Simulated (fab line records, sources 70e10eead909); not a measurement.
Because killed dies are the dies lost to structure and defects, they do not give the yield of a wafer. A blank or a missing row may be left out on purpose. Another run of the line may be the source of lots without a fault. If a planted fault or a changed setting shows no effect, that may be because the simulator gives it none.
Chamber matching    flow nand-harc    rie-diel-03 running NHARC_P_CONTACT_DESCUM_17: 4 sister chambers
The step chemistry O2, time 3 s. 18 wafers are shown with their chamber, then 9 later ones without.

## EACH WAFER AND ITS CHAMBER
wafer   chamber  drypump-motor-current-A (A)  oes-product-au (a.u.)  o2-flow-sccm (sccm)
L074.1  1        5.5                          0.984                  199.4
L074.4  2        4.9                          1.005                  199.5
L074.5  1        5.5                          0.994                  199.9
L077.1  1        5.5                          0.987                  199.1
L077.4  2        4.9                          0.999                  200.7
L077.5  1        5.5                          0.984                  199.1
L082.2  2        4.9                          1.002                  200.8
L082.5  1        5.5                          0.987                  199.7
L082.6  2        4.9                          0.992                  200.5
L084.1  2        4.9                          0.998                  200.5
L084.2  3        4.8                          0.980                  200.2
L084.4  1        5.4                          0.991                  199.9
L085.1  1        5.5                          0.990                  199.5
L085.2  2        4.9                          0.983                  200.3
L085.3  3        4.9                          0.979                  199.7
L087.1  1        5.5                          0.986                  199.7
L087.4  3        4.8                          0.975                  200.1
L087.6  0        5.6                          1.009                  198.9

SIGNATURES, as means of the wafers listed above
reading                  chamber 0  chamber 1  chamber 2  chamber 3  scatter within a chamber
drypump-motor-current-A  5.600      5.487      4.900      4.833      0.0332
oes-product-au           1.00900    0.98787    0.99650    0.97800    0.00544
o2-flow-sccm             198.900    199.537    200.383    200.000    0.373
Rule: a wafer lies at a distance from a chamber equal to the root of the sum of squares, over the readings, of (its reading less the chamber's mean, divided by the reading's scatter). If the next closest chamber is less than 2 further off than the closest, the wafer can't be placed; otherwise it belongs to the closest. The scatter: take each reading less its chamber's mean, square it, sum over the shown wafers, divide by the number of wafers less the number of chambers, and take the root.

## WAFERS MISSING THEIR CHAMBER
wafer   drypump-motor-current-A (A)  oes-product-au (a.u.)  o2-flow-sccm (sccm)
L086.1  4.9                          0.979                  200.5
L086.3  5.6                          1.015                  199.3
L086.6  4.9                          0.989                  199.6
L090.1  4.9                          0.987                  200.6
L090.3  5.6                          1.025                  200.4
L090.4  5.6                          1.018                  200.4
L097.2  5.6                          1.018                  199.9
L097.4  4.9                          0.984                  199.4
L097.5  4.8                          0.998                  201.3

## WHICH CHAMBER EACH ONE RAN IN
wafer   from the rows above      in truth
L086.1  can't be placed: 3 or 2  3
L086.3  0                        0
L086.6  can't be placed: 2 or 3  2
L090.1  can't be placed: 2 or 3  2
L090.3  0                        0
L090.4  0                        0
L097.2  0                        0
L097.4  can't be placed: 3 or 2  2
L097.5  can't be placed: 2 or 3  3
Correctly placed: 4 of 9. Can't be placed from these rows: 5 (the true chamber is among the candidates in 5). 0 placed wrongly.
